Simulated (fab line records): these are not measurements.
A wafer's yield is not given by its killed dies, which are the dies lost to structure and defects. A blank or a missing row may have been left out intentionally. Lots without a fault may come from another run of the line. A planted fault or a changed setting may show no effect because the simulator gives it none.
Matching of chambers ; flow nand-harc ; NHARC_P_M1_PRE_CLEAN_32 on pecvd-01: 3 sister chambers
The step time 12 s. 6 wafers are shown with their chamber, then 8 later ones without.

== WAFERS PAIRED WITH THEIR CHAMBERS ==
wafer;chamber;heater-power-w (W);susceptor-temp-C (C)
L144.3;1;723;370.14
L144.6;2;672;369.93
L146.2;2;726;369.87
L146.4;0;655;370.26
L146.5;1;680;369.80
L154.1;0;622;369.92

== WAFERS WHOSE CHAMBER IS MISSING ==
wafer;heater-power-w (W);susceptor-temp-C (C)
L154.2;747;370.14
L154.3;727;369.96
L155.1;697;370.15
L155.2;698;369.83
L155.6;685;369.89
L156.1;755;369.76
L156.3;669;370.02
L156.5;691;369.96

== WHICH CHAMBER EACH WENT THROUGH ==
wafer;from the rows above;in truth
L154.2;can't be placed: 1 or 2 or 0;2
L154.3;can't be placed: 1 or 2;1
L155.1;can't be placed: 1 or 2 or 0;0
L155.2;can't be placed: 2 or 1 or 0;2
L155.6;can't be placed: 2 or 1 or 0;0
L156.1;can't be placed: 2 or 1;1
L156.3;can't be placed: 0 or 1 or 2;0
L156.5;can't be placed: 1 or 2 or 0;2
Placed correctly: 0 of 8. Not placeable from these rows: 8 (in 8, the candidates include the true chamber). Number placed wrongly: 0.
How it was worked out, from the rows above alone: a wafer's distance from a chamber is the root of the sum, over the readings, of the square of ((its reading less the chamber's mean) divided by the reading's scatter). If the next closest chamber is less than 2 further off than the closest, the wafer can't be placed; otherwise it belongs to the closest. For every chamber, the mean is computed from those of its wafers that are shown. The scatter: take each reading less its chamber's mean, square it, sum over the shown wafers, divide by the number of wafers less the number of chambers, and take the root.
